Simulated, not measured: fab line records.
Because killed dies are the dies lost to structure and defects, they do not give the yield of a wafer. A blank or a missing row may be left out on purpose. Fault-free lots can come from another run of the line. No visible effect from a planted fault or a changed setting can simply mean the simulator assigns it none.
Matching of chambers || flow nand-harc || NHARC_P_BONDPAD_CMP_32 on cmp-02 has 4 sister chambers
The step polishes SiCN, target thk 200 nm. 8 wafers are shown with their chamber, then 11 later ones without.

== WAFERS PAIRED WITH THEIR CHAMBERS ==
{"wafer": "L079.3", "chamber": 1, "motor-current-A (A)": 11.2}
{"wafer": "L086.4", "chamber": 1, "motor-current-A (A)": 11.9}
{"wafer": "L086.5", "chamber": 2, "motor-current-A (A)": 13.2}
{"wafer": "L088.1", "chamber": 2, "motor-current-A (A)": 12.3}
{"wafer": "L093.1", "chamber": 0, "motor-current-A (A)": 12.4}
{"wafer": "L093.5", "chamber": 3, "motor-current-A (A)": 12.7}
{"wafer": "L093.6", "chamber": 0, "motor-current-A (A)": 12.1}
{"wafer": "L094.1", "chamber": 3, "motor-current-A (A)": 13.3}

== WAFERS WITHOUT THEIR CHAMBER ==
{"wafer": "L094.4", "motor-current-A (A)": 11.2}
{"wafer": "L094.6", "motor-current-A (A)": 11.0}
{"wafer": "L095.2", "motor-current-A (A)": 13.2}
{"wafer": "L095.3", "motor-current-A (A)": 12.4}
{"wafer": "L095.6", "motor-current-A (A)": 12.8}
{"wafer": "L097.2", "motor-current-A (A)": 11.7}
{"wafer": "L097.3", "motor-current-A (A)": 11.5}
{"wafer": "L097.5", "motor-current-A (A)": 12.4}
{"wafer": "L096.3", "motor-current-A (A)": 12.6}
{"wafer": "L096.4", "motor-current-A (A)": 13.3}
{"wafer": "L096.6", "motor-current-A (A)": 11.3}

== WHICH CHAMBER EACH ONE RAN IN ==
{"wafer": "L094.4", "from the rows above": "can't be placed: 1 or 0", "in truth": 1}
{"wafer": "L094.6", "from the rows above": "can't be placed: 1 or 0", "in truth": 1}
{"wafer": "L095.2", "from the rows above": "can't be placed: 3 or 2 or 0", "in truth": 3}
{"wafer": "L095.3", "from the rows above": "can't be placed: 0 or 2 or 3 or 1", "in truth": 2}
{"wafer": "L095.6", "from the rows above": "can't be placed: 2 or 3 or 0", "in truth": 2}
{"wafer": "L097.2", "from the rows above": "can't be placed: 1 or 0 or 2", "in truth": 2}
{"wafer": "L097.3", "from the rows above": "can't be placed: 1 or 0", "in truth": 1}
{"wafer": "L097.5", "from the rows above": "can't be placed: 0 or 2 or 3 or 1", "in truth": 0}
{"wafer": "L096.3", "from the rows above": "can't be placed: 2 or 0 or 3 or 1", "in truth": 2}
{"wafer": "L096.4", "from the rows above": "can't be placed: 3 or 2 or 0", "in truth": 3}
{"wafer": "L096.6", "from the rows above": "can't be placed: 1 or 0", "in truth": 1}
Correct placement for 0 of the 11. These rows do not allow placing 11 (true chamber among the candidates in 11). 0 placed wrongly.
How it was worked out, from the rows above alone: a wafer's distance from a chamber is the root of the sum, over the readings, of the square of ((its reading less the chamber's mean) divided by the reading's scatter). The wafer belongs to the nearest chamber; if the next one is less than 2 further off, it can't be placed. A chamber's mean is the mean of its shown wafers. The scatter is the square root of a quotient: the sum, over the shown wafers, of each reading's squared deviation from its chamber's mean, divided by wafers minus chambers.
